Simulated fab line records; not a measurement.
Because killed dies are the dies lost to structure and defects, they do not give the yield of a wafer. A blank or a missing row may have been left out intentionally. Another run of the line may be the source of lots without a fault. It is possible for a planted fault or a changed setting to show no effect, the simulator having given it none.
fab line records ; flow nand_harc ; part 1 of 2: steps 1 to 24 of 37
record lots=5; wafers=15; last_day=32
route steps=1302 shown A_STAIRCASE@785
lots that met no fault: taken from a fault-free run of the same line
start_h: hours from the record's opening day to when the first of the lot's shown wafers began ; wait_h: time in hours since the lot's previous step ; " the same as in the row above ; L1.1+2: a single row standing in for several wafers ; - either no value or no given start ; * or withheld: withheld ; < > ~ a bound
route shown NAME@n: a module of which the file shows steps, and the number in the route of the first ; usual: average and standard deviation across the fault-free wafers ; same: alike in all rows ; chamber/n: place in a boat ; sites: the reading at each site ; _std_site: standard deviation of those values ; _edge_site: the outer-site mean with the inner-site mean subtracted ; radius_mm: for every site, how far away it sits from the centre of the wafer ; mask NAME#n: copy n ; behind: the most recent tool/chamber to have shaped the wafer ; hold: the reason the lot was held/the length of the hold in hours/how it ended ; device: names the non-switching transistor (n, p or np) ; end of line: the route-end tests of the same wafers ; a step without rows: its recipe alone ; killed: dies that structure and defects cost at the first sort, which is not the same as the wafer's yield ; map: a wafer's dies, marking killed ones x, the rest . and places with no die _
set.NAME: the run value of the setting; set.NAME@STEP: its run value at that earlier step ; model.NAME: the simulator's own value behind a step, which no gauge read
a table for each step, a row for each wafer; lots at some steps of the route
services: from which hour (start_h, from the record's first day; less than 0 if before it) a tool's chamber was out of use, for how many hours, and why
## steps
# step NHARC_A_STAIRCASE_ETCH_271
# recipe cf4_flow_sccm=100; chf3_flow_sccm=30; ar_flow_sccm=0; rf_w=500; bias_w=200; chemistry=CF4/CHF3
# usual drypump_motor_current_A=5.8/0.52; oes_product_au=0.947/0.021; rf_vpp_V=370.2/1.7; showerhead_plenum_p_Torr=1.56/0.045; throttle_valve_pct=16.803/0.0095
lot.wafer;tool;chamber;start_h;wait_h;drypump_motor_current_A;oes_product_au;rf_hours_counter_h;rf_vpp_V;showerhead_plenum_p_Torr;throttle_valve_pct
L077.5;rie_diel-11;0;401.33;0.1;6.5;0.964;-;369.7;1.52;16.801
L077.4;rie_diel-11;2;401.33;0.1;5.6;0.958;-;371.1;1.61;16.786
L077.6;rie_diel-11;3;401.33;0.1;6.1;0.983;-;367.1;1.48;16.804
L081.2;rie_diel-02;2;437.39;0.1;6.3;0.981;10;370.2;1.55;16.808
L081.1;rie_diel-02;3;437.39;0.1;5.2;0.953;12;369.3;1.54;16.799
L081.6;rie_diel-02;2;437.39;0.1;6.3;0.978;-;368.8;1.55;16.812
L083.1;rie_diel-13;2;451.83;0.1;5.0;1.000;35;371.4;1.56;16.808
L083.4;rie_diel-13;3;451.83;0.1;6.3;0.975;27;371.2;1.59;16.803
L083.2;rie_diel-13;0;451.83;0.1;5.6;0.959;24;374.0;1.64;16.805
L091.2;rie_diel-13;3;536.88;0.1;6.3;0.972;1;370.4;1.59;16.803
L091.6;rie_diel-13;2;536.88;0.1;5.0;0.980;-;370.9;1.55;16.811
L091.5;rie_diel-13;3;536.88;0.1;6.3;0.973;-;371.8;1.59;16.814
L094.1;rie_diel-11;3;571.75;0.1;6.1;0.981;44;367.1;1.47;16.804
L094.2;rie_diel-11;1;571.75;0.1;5.7;0.953;48;370.8;1.57;16.803
L094.6;rie_diel-11;0;571.75;0.1;6.5;0.944;-;368.1;1.51;16.797
# step NHARC_A_STAIRCASE_HM_OPEN_457
# recipe o2_flow_sccm=400; cos_flow_sccm=20; ar_flow_sccm=0; rf_w=500; bias_w=300; chemistry=O2/COS
# usual drypump_motor_current_A=5.7/0.5; oes_product_au=0.997/0.0099; rf_vpp_V=466.5/2; showerhead_plenum_p_Torr=3.10/0.09; throttle_valve_pct=28.329/0.0083
lot.wafer;tool;chamber;start_h;wait_h;drypump_motor_current_A;oes_product_au;rf_hours_counter_h;rf_vpp_V;showerhead_plenum_p_Torr;throttle_valve_pct
L077.6;rie_diel-11;0;-;-;6.5;1.001;-;465.3;3.02;28.328
L077.5;rie_diel-11;2;-;-;5.6;1.004;-;468.4;3.19;28.337
L077.4;rie_diel-11;3;-;-;6.1;1.023;-;463.2;2.93;28.322
L081.1;rie_diel-02;1;-;-;6.3;0.992;10;467.7;3.19;28.337
L081.2;rie_diel-02;3;-;-;5.2;0.989;12;465.5;3.06;28.324
L081.6;rie_diel-02;1;-;-;6.4;0.990;-;467.8;3.19;28.326
L083.4;rie_diel-13;0;-;-;5.6;0.995;24;470.4;3.25;28.339
L083.1;rie_diel-13;1;-;-;5.6;0.990;38;465.8;2.97;28.332
L083.2;rie_diel-13;3;-;-;6.3;0.988;27;467.8;3.16;28.336
L091.2;rie_diel-13;1;-;-;5.6;1.008;1;464.6;2.96;28.322
L091.6;rie_diel-13;2;-;-;5.0;1.000;-;465.9;3.08;28.336
L091.5;rie_diel-13;3;-;-;6.3;1.002;-;467.3;3.15;28.315
L094.1;rie_diel-11;2;-;-;5.6;0.989;46;468.6;3.15;28.339
L094.2;rie_diel-11;0;-;-;6.5;0.978;44;463.9;2.99;28.337
L094.6;rie_diel-11;2;-;-;5.6;0.999;-;467.2;3.15;28.333
# step NHARC_A_STAIRCASE_STRIP_458
# recipe o2_flow_sccm=400; cos_flow_sccm=20; ar_flow_sccm=0; bias_w=0; chemistry=O2/COS
lot.wafer;tool;chamber;start_h;wait_h
L077.5+6+4;rie_diel-11;2,3,0;-;-
L081.2+1+6;rie_diel-02;3,0,0;-;-
L083.2+1+4;rie_diel-13;0,2,3;-;-
L091.2+5+6;rie_diel-13;1,1,2;-;-
L094.1+2+6;rie_diel-11;0,3,1;-;-
# step NHARC_A_STAIRCASE_ETCH_451
# recipe target_depth_a=300; overetch_a=30; time_s=16.5; ion_energy_ev=100; cf4_flow_sccm=80; o2_flow_sccm=20; ar_flow_sccm=0; rf_w=300; bias_w=100; chemistry=CF4/O2
# usual drypump_motor_current_A=5.7/0.51; oes_product_au=0.999/0.01; rf_vpp_V=197.4/1.2; showerhead_plenum_p_Torr=1.32/0.042; throttle_valve_pct=13.398/0.0094
lot.wafer;tool;chamber;start_h;wait_h;drypump_motor_current_A;oes_product_au;rf_hours_counter_h;rf_vpp_V;showerhead_plenum_p_Torr;throttle_valve_pct
L077.5;rie_diel-11;0;-;-;6.5;1.001;-;197.4;1.29;13.392
L077.4;rie_diel-11;2;-;-;5.5;1.007;-;197.7;1.36;13.403
L077.6;rie_diel-11;3;-;-;6.1;1.020;-;197.1;1.25;13.411
L081.1;rie_diel-02;0;-;-;5.1;0.993;12;198.0;1.35;13.410
L081.2;rie_diel-02;1;-;-;6.3;0.990;10;196.7;1.36;13.390
L081.6;rie_diel-02;1;-;-;6.3;0.988;-;199.3;1.36;13.403
L083.1;rie_diel-13;3;-;-;6.3;0.996;27;199.5;1.35;13.396
L083.4;rie_diel-13;0;-;-;5.6;0.997;24;199.9;1.39;13.394
L083.2;rie_diel-13;2;-;-;5.0;1.015;35;198.1;1.32;13.412
L091.2;rie_diel-13;1;-;-;5.6;1.005;1;195.1;1.26;13.397
L091.5;rie_diel-13;0;-;-;5.6;0.988;-;198.3;1.39;13.399
L091.6;rie_diel-13;1;-;-;5.6;1.003;-;195.7;1.26;13.382
L094.2;rie_diel-11;3;-;-;6.1;0.998;44;195.4;1.24;13.394
L094.1;rie_diel-11;2;-;-;5.6;0.983;46;196.8;1.35;13.398
L094.6;rie_diel-11;0;-;-;6.5;0.979;-;196.2;1.28;13.407
# step NHARC_A_STAIRCASE_ETCH_273
# recipe target_depth_a=1.02e+05; time_s=2468.6; ion_energy_ev=800; c4f8_flow_sccm=80; o2_flow_sccm=60; ar_flow_sccm=withheld; rf_w=600; bias_w=3000; chemistry=C4F8/O2/Ar
# usual oes_product_au=0.934/0.011; rf_vpp_V=1825/7.4
lot.wafer;tool;chamber;start_h;wait_h;oes_product_au;rf_hours_counter_h;rf_vpp_V
L077.4;rie_diel-11;2;-;-;0.931;-;1832
L077.5;rie_diel-11;3;-;-;0.942;-;1811
L077.6;rie_diel-11;0;-;-;0.929;-;1817
L081.1;rie_diel-02;0;-;-;0.935;13;1828
L081.2;rie_diel-02;1;-;-;0.928;10;1832
L081.6;rie_diel-02;0;-;-;0.936;-;1829
L083.4;rie_diel-13;3;-;-;0.949;28;1831
L083.1;rie_diel-13;0;-;-;0.931;25;1836
L083.2;rie_diel-13;2;-;-;0.977;35;1825
L091.2;rie_diel-13;2;-;-;0.938;1;1823
L091.5;rie_diel-13;2;-;-;0.938;-;1824
L091.6;rie_diel-13;3;-;-;0.947;-;1828
L094.1;rie_diel-11;1;-;-;0.933;48;1826
L094.2;rie_diel-11;3;-;-;0.934;44;1808
L094.6;rie_diel-11;2;-;-;0.948;-;1829
# step NHARC_A_STAIRCASE_STRIP_274
# recipe o2_flow_sccm=500; ar_flow_sccm=0; bias_w=0; chemistry=O2
# usual drypump_motor_current_A=5.8/0.52; oes_product_au=0.998/0.0092; rf_vpp_V=57.6/0.84; showerhead_plenum_p_Torr=3.50/0.099; throttle_valve_pct=17.036/0.0087
lot.wafer;tool;chamber;start_h;wait_h;drypump_motor_current_A;oes_product_au;rf_hours_counter_h;rf_vpp_V;showerhead_plenum_p_Torr;throttle_valve_pct
L077.4;rie_diel-11;0;-;-;6.5;1.000;-;56.3;3.42;17.052
L077.5;rie_diel-11;0;-;-;6.5;1.006;-;56.9;3.42;17.041
L077.6;rie_diel-11;2;-;-;5.6;1.001;-;56.5;3.60;17.032
L081.1;rie_diel-02;1;-;-;6.3;1.008;12;57.3;3.60;17.042
L081.2;rie_diel-02;2;-;-;6.3;1.005;11;56.5;3.48;17.049
L081.6;rie_diel-02;2;-;-;6.4;1.013;-;58.1;3.48;17.057
L083.1;rie_diel-13;0;-;-;5.6;0.995;26;57.6;3.67;17.044
L083.4;rie_diel-13;2;-;-;5.0;1.019;35;57.9;3.50;17.035
L083.2;rie_diel-13;3;-;-;6.3;1.006;29;57.7;3.57;17.038
L091.2;rie_diel-13;1;-;-;5.6;1.006;2;57.3;3.35;17.024
L091.5;rie_diel-13;2;-;-;5.0;0.991;-;57.4;3.48;17.040
L091.6;rie_diel-13;3;-;-;6.3;1.010;-;58.4;3.56;17.034
L094.1;rie_diel-11;2;-;-;5.6;0.987;48;57.8;3.56;17.040
L094.2;rie_diel-11;3;-;-;6.1;1.003;44;56.7;3.29;17.039
L094.6;rie_diel-11;1;-;-;5.7;0.992;-;58.6;3.52;17.047
# step NHARC_A_STAIRCASE_STRIP_275
# recipe time_s=900; temp_c=130; chemistry=SPM
lot.wafer;tool;chamber;start_h;wait_h
L077.5+6+4;wet_bench-09;5,1,2;405.70;-
L081.1+2+6;wet_bench-09;5,6,7;439.80;-
L083.2+4+1;wet_bench-05;0,2,5;454.25;-
L091.6+2+5;wet_bench-02;3,5,6;539.30;-
L094.6+2+1;wet_bench-09;5,0,1;574.17;-
# step NHARC_A_STAIRCASE_PRECLEAN_276
# recipe time_s=*; temp_c=50; bath_age_min=0; chemistry=SC1
lot.wafer;tool;chamber;start_h;wait_h
L077.5+6+4;wet_bench-09;5,1,2;-;-
L081.1+2+6;wet_bench-09;5,6,7;-;-
L083.2+4+1;wet_bench-05;0,2,5;-;-
L091.6+2+5;wet_bench-02;3,5,6;-;-
L094.6+2+1;wet_bench-09;5,0,1;-;-
# step NHARC_A_STAIRCASE_SRD_277
lot.wafer;tool;chamber;start_h;wait_h
L077.5+6+4;wet_bench-09;5,1,2;-;-
L081.1+2+6;wet_bench-09;5,6,7;-;-
L083.2+4+1;wet_bench-05;0,2,5;-;-
L091.6+2+5;wet_bench-02;3,5,6;-;-
L094.6+2+1;wet_bench-09;5,0,1;-;-
# step NHARC_A_STAIRCASE_HM_DEP_459
# recipe target_thk_a=15000; temp_c=400; material=aC
# usual throttle_valve_pct=35.000/0.0088
lot.wafer;tool;chamber;start_h;wait_h;throttle_valve_pct
L077.4;acl_dep-01;0;410.63;4.5;34.993
L077.5;acl_dep-01;0;410.63;4.5;34.996
L077.6;acl_dep-01;0;410.63;4.5;34.999
L081.1;acl_dep-03;0;445.04;4.8;34.983
L081.2;acl_dep-03;0;445.04;4.8;34.995
L081.6;acl_dep-03;0;446.56;6.3;35.001
L083.1;acl_dep-03;0;456.71;2.0;34.999
L083.2;acl_dep-03;0;456.71;2.0;35.004
L083.4;acl_dep-03;0;456.71;2.0;35.003
L091.2;acl_dep-02;0;540.58;0.8;34.993
L091.5;acl_dep-02;0;540.58;0.8;35.008
L091.6;acl_dep-02;0;540.58;0.8;34.991
L094.1;acl_dep-01;0;577.68;3.1;35.004
L094.2;acl_dep-01;0;577.68;3.1;34.993
L094.6;acl_dep-01;0;579.20;4.6;35.005
# step NHARC_A_STAIRCASE_DEP_280
# recipe target_thk_a=300; target_thk_nm=30; temp_c=400; pressure_torr=3.5; flow_sccm=200; rf_w=350; material=SiON
# usual heater_power_w=737/100
lot.wafer;tool;chamber;start_h;wait_h;heater_power_w
L077.6;pecvd-04;2;411.67;0.1;749
L077.4;pecvd-04;0;411.67;0.1;873
L077.5;pecvd-04;1;411.67;0.1;605
L081.1;pecvd-04;1;446.89;1.5;657
L081.2;pecvd-04;2;446.89;1.5;750
L081.6;pecvd-04;0;446.89;1.5;877
L083.2;pecvd-01;1;458.62;1.3;640
L083.1;pecvd-01;2;458.62;1.3;679
L083.4;pecvd-01;0;458.62;1.3;794
L091.2;pecvd-04;1;542.19;1.3;612
L091.6;pecvd-04;2;542.19;1.3;727
L091.5;pecvd-04;0;542.19;1.3;772
L094.2;pecvd-04;0;579.53;1.2;716
L094.1;pecvd-04;1;579.53;1.2;639
L094.6;pecvd-04;2;579.53;1.2;719
# step NHARC_A_STAIRCASE_DEHYDRATE_281
# recipe temp_c=150; time_s=120
lot.wafer;tool;chamber;start_h;wait_h
L077.4+5+6;litho_track-05;0;411.86;0.1
L081.1+2+6;litho_track-05;0;447.16;0.2
L083.1+2+4;litho_track-05;0;458.89;0.2
L091.2+5+6;litho_track-05;0;542.41;0.2
L094.1+2+6;litho_track-03;0;579.80;0.2
# step NHARC_A_STAIRCASE_HMDS_282
# recipe time_s=30
lot.wafer;tool;chamber;start_h;wait_h
L077.4+5+6;litho_track-05;0;-;-
L081.1+2+6;litho_track-05;0;-;-
L083.1+2+4;litho_track-05;0;-;-
L091.2+5+6;litho_track-05;0;-;-
L094.1+2+6;litho_track-03;0;-;-
# step NHARC_A_STAIRCASE_COAT_283
# recipe spin_rpm=1200
lot.wafer;tool;chamber;start_h;wait_h
L077.4+5+6;litho_track-05;0;-;-
L081.1+2+6;litho_track-05;0;-;-
L083.1+2+4;litho_track-05;0;-;-
L091.2+5+6;litho_track-05;0;-;-
L094.1+2+6;litho_track-03;0;-;-
# step NHARC_A_STAIRCASE_SOFTBAKE_284
# recipe temp_c=135; time_s=170
lot.wafer;tool;chamber;start_h;wait_h
L077.4+5+6;litho_track-05;0;-;-
L081.1+2+6;litho_track-05;0;-;-
L083.1+2+4;litho_track-05;0;-;-
L091.2+5+6;litho_track-05;0;-;-
L094.1+2+6;litho_track-03;0;-;-
# step NHARC_A_STAIRCASE_EBR_285
lot.wafer;tool;chamber;start_h;wait_h
L077.4+5+6;litho_track-05;0;-;-
L081.1+2+6;litho_track-05;0;-;-
L083.1+2+4;litho_track-05;0;-;-
L091.2+5+6;litho_track-05;0;-;-
L094.1+2+6;litho_track-03;0;-;-
# step NHARC_A_STAIRCASE_EXPOSE_286
# recipe na=0.5; dose_mj=25.01; mask_id=CHOP_100
# usual reticle_temp_C=23.04/0.098
lot.wafer;tool;chamber;start_h;wait_h;mask;reticle_temp_C
L077.4;krf_scanner-01;0;412.21;-;CHOP_100#0;23.06
L077.5;krf_scanner-01;0;412.21;-;CHOP_100#0;22.98
L077.6;krf_scanner-01;0;412.21;-;CHOP_100#0;23.03
L081.1;krf_scanner-01;0;447.49;-;CHOP_100#0;23.08
L081.2;krf_scanner-01;0;447.49;-;CHOP_100#0;23.04
L081.6;krf_scanner-01;0;447.49;-;CHOP_100#0;23.02
L083.1;krf_scanner-02;0;459.22;-;CHOP_100#0;22.92
L083.2;krf_scanner-02;0;459.22;-;CHOP_100#0;23.15
L083.4;krf_scanner-02;0;459.22;-;CHOP_100#0;22.89
L091.2;krf_scanner-02;0;542.62;-;CHOP_100#0;22.98
L091.5;krf_scanner-02;0;542.62;-;CHOP_100#0;23.11
L091.6;krf_scanner-02;0;542.62;-;CHOP_100#0;23.08
L094.1;krf_scanner-01;0;580.01;-;CHOP_100#0;23.15
L094.2;krf_scanner-01;0;580.01;-;CHOP_100#0;23.14
L094.6;krf_scanner-01;0;580.01;-;CHOP_100#0;23.05
# step NHARC_A_STAIRCASE_PEB_287
# recipe peb_temp_c=115; peb_time_s=130
lot.wafer;tool;chamber;start_h;wait_h
L077.4+5+6;litho_track-03;0;412.26;0.0
L081.1+2+6;litho_track-03;0;447.55;0.1
L083.1+2+4;litho_track-02;0;459.29;0.1
L091.2+5+6;litho_track-03;0;542.68;0.1
L094.1+2+6;litho_track-05;0;580.07;0.1
# step NHARC_A_STAIRCASE_DEVELOP_288
# recipe time_s=140
lot.wafer;tool;chamber;start_h;wait_h
L077.4+5+6;litho_track-03;0;-;-
L081.1+2+6;litho_track-03;0;-;-
L083.1+2+4;litho_track-02;0;-;-
L091.2+5+6;litho_track-03;0;-;-
L094.1+2+6;litho_track-05;0;-;-
# step NHARC_A_STAIRCASE_HARDBAKE_290
# recipe temp_c=120; time_s=140
lot.wafer;tool;chamber;start_h;wait_h
L077.4+5+6;litho_track-03;0;412.49;-
L081.1+2+6;litho_track-05;0;447.77;-
L083.1+2+4;litho_track-03;0;459.50;-
L091.2+5+6;litho_track-05;0;542.90;-
L094.1+2+6;litho_track-03;0;580.30;-
# step NHARC_A_STAIRCASE_DESCUM_291
# recipe time_s=3; o2_flow_sccm=200; ar_flow_sccm=0; bias_power_w=0; chemistry=O2
# usual drypump_motor_current_A=5.8/0.5; oes_product_au=1.000/0.012; rf_vpp_V=57.7/0.94; showerhead_plenum_p_Torr=1.89/0.059; throttle_valve_pct=11.311/0.0087
# same bias_power_w=0
lot.wafer;tool;chamber;start_h;wait_h;drypump_motor_current_A;oes_product_au;rf_hours_counter_h;rf_vpp_V;showerhead_plenum_p_Torr;throttle_valve_pct
L077.4;rie_diel-13;3;412.59;-;6.3;1.005;15;59.2;1.94;11.315
L077.5;rie_diel-13;1;412.59;-;5.6;0.990;-;56.9;1.82;11.298
L077.6;rie_diel-13;2;412.59;-;4.9;1.012;-;57.7;1.90;11.303
L081.2;rie_diel-13;2;447.87;-;5.0;1.015;33;58.9;1.90;11.309
L081.1;rie_diel-13;0;447.87;-;5.6;1.002;23;57.6;2.00;11.317
L081.6;rie_diel-13;2;447.87;-;5.0;1.017;-;59.3;1.90;11.315
L083.1;rie_diel-11;2;459.60;-;5.6;0.997;9;58.4;1.95;11.316
L083.4;rie_diel-11;0;459.60;-;6.5;1.003;7;56.6;1.84;11.327
L083.2;rie_diel-11;1;459.60;-;5.6;1.004;8;56.3;1.92;11.321
L091.2;rie_diel-11;0;543.01;-;6.5;0.979;35;56.7;1.83;11.316
L091.6;rie_diel-11;2;543.01;-;5.6;0.995;-;56.8;1.94;11.303
L091.5;rie_diel-11;3;543.01;-;6.1;1.000;-;56.1;1.78;11.295
L094.1;rie_diel-02;2;580.39;-;6.3;1.010;0;57.6;1.87;11.309
L094.2;rie_diel-02;0;580.39;-;5.1;1.011;0;58.0;1.91;11.312
L094.6;rie_diel-02;3;580.39;-;5.2;1.005;-;56.3;1.86;11.304
# step NHARC_A_STAIRCASE_ETCH_292
# recipe cf4_flow_sccm=100; chf3_flow_sccm=30; ar_flow_sccm=0; rf_w=500; bias_w=200; chemistry=CF4/CHF3
# usual drypump_motor_current_A=5.8/0.51; oes_product_au=0.938/0.023; rf_vpp_V=370.0/1.8; showerhead_plenum_p_Torr=1.56/0.045; throttle_valve_pct=16.802/0.0091
lot.wafer;tool;chamber;start_h;wait_h;drypump_motor_current_A;oes_product_au;rf_hours_counter_h;rf_vpp_V;showerhead_plenum_p_Torr;throttle_valve_pct
L077.4;rie_diel-13;3;412.68;0.1;6.3;0.926;15;371.0;1.60;16.801
L077.6;rie_diel-13;0;412.68;0.1;5.6;0.922;-;373.3;1.64;16.791
L077.5;rie_diel-13;1;412.68;0.1;5.6;0.911;-;368.4;1.50;16.806
L081.1;rie_diel-13;2;447.95;0.1;5.0;0.945;33;369.5;1.56;16.805
L081.2;rie_diel-13;1;447.95;0.1;5.6;0.914;37;367.5;1.50;16.805
L081.6;rie_diel-13;3;447.95;0.1;6.3;0.926;-;372.6;1.59;16.808
L083.2;rie_diel-11;1;459.68;0.1;5.7;0.977;8;370.5;1.58;16.806
L083.4;rie_diel-11;2;459.68;0.1;5.6;0.965;9;372.5;1.60;16.803
L083.1;rie_diel-11;0;459.68;0.1;6.5;0.961;7;368.9;1.52;16.790
L091.2;rie_diel-11;0;543.08;0.1;6.5;0.900;35;369.8;1.51;16.805
L091.6;rie_diel-11;3;543.08;0.1;6.1;0.925;-;365.8;1.47;16.803
L091.5;rie_diel-11;0;543.08;0.1;6.5;0.901;-;367.2;1.51;16.785
L094.1;rie_diel-02;0;580.53;0.1;5.1;0.956;0;371.4;1.57;16.789
L094.2;rie_diel-02;3;580.53;0.1;5.2;0.947;0;368.2;1.53;16.816
L094.6;rie_diel-02;0;580.53;0.1;5.1;0.968;-;371.2;1.57;16.806
# step NHARC_A_STAIRCASE_HM_OPEN_460
# recipe o2_flow_sccm=400; cos_flow_sccm=20; ar_flow_sccm=0; rf_w=500; bias_w=300; chemistry=O2/COS
# usual drypump_motor_current_A=5.8/0.52; oes_product_au=1.000/0.012; rf_vpp_V=466.5/2; showerhead_plenum_p_Torr=3.09/0.085; throttle_valve_pct=28.329/0.0086
lot.wafer;tool;chamber;start_h;wait_h;drypump_motor_current_A;oes_product_au;rf_hours_counter_h;rf_vpp_V;showerhead_plenum_p_Torr;throttle_valve_pct
L077.4;rie_diel-13;3;-;-;6.3;1.004;15;466.6;3.17;28.326
L077.5;rie_diel-13;2;-;-;5.0;1.004;-;468.0;3.10;28.328
L077.6;rie_diel-13;3;-;-;6.3;1.004;-;468.9;3.17;28.322
L081.1;rie_diel-13;0;-;-;5.6;1.004;23;470.2;3.25;28.355
L081.2;rie_diel-13;1;-;-;5.6;0.995;37;464.4;2.97;28.335
L081.6;rie_diel-13;3;-;-;6.3;1.013;-;470.3;3.16;28.336
L083.1;rie_diel-11;0;-;-;6.5;0.989;7;465.0;3.01;28.339
L083.2;rie_diel-11;2;-;-;5.6;0.999;9;466.3;3.17;28.324
L083.4;rie_diel-11;3;-;-;6.1;1.010;5;463.1;2.93;28.318
L091.2;rie_diel-11;3;-;-;6.1;0.997;35;461.3;2.92;28.334
L091.6;rie_diel-11;0;-;-;6.5;0.991;-;465.5;3.00;28.334
L091.5;rie_diel-11;1;-;-;5.7;0.986;-;467.0;3.12;28.334
L094.1;rie_diel-02;2;-;-;6.4;1.016;0;466.8;3.06;28.304
L094.2;rie_diel-02;0;-;-;5.1;0.999;0;468.9;3.12;28.310
L094.6;rie_diel-02;3;-;-;5.2;0.993;-;465.7;3.04;28.329
# step NHARC_A_STAIRCASE_STRIP_461
# recipe o2_flow_sccm=400; cos_flow_sccm=20; ar_flow_sccm=0; bias_w=0; chemistry=O2/COS
lot.wafer;tool;chamber;start_h;wait_h
L077.4+6+5;rie_diel-13;2,0,1;-;-
L081.2+1+6;rie_diel-13;0,2,1;-;-
L083.4+2+1;rie_diel-11;2,3,0;-;-
L091.2+6+5;rie_diel-11;2,3,0;-;-
L094.1+2+6;rie_diel-02;0,1,1;-;-
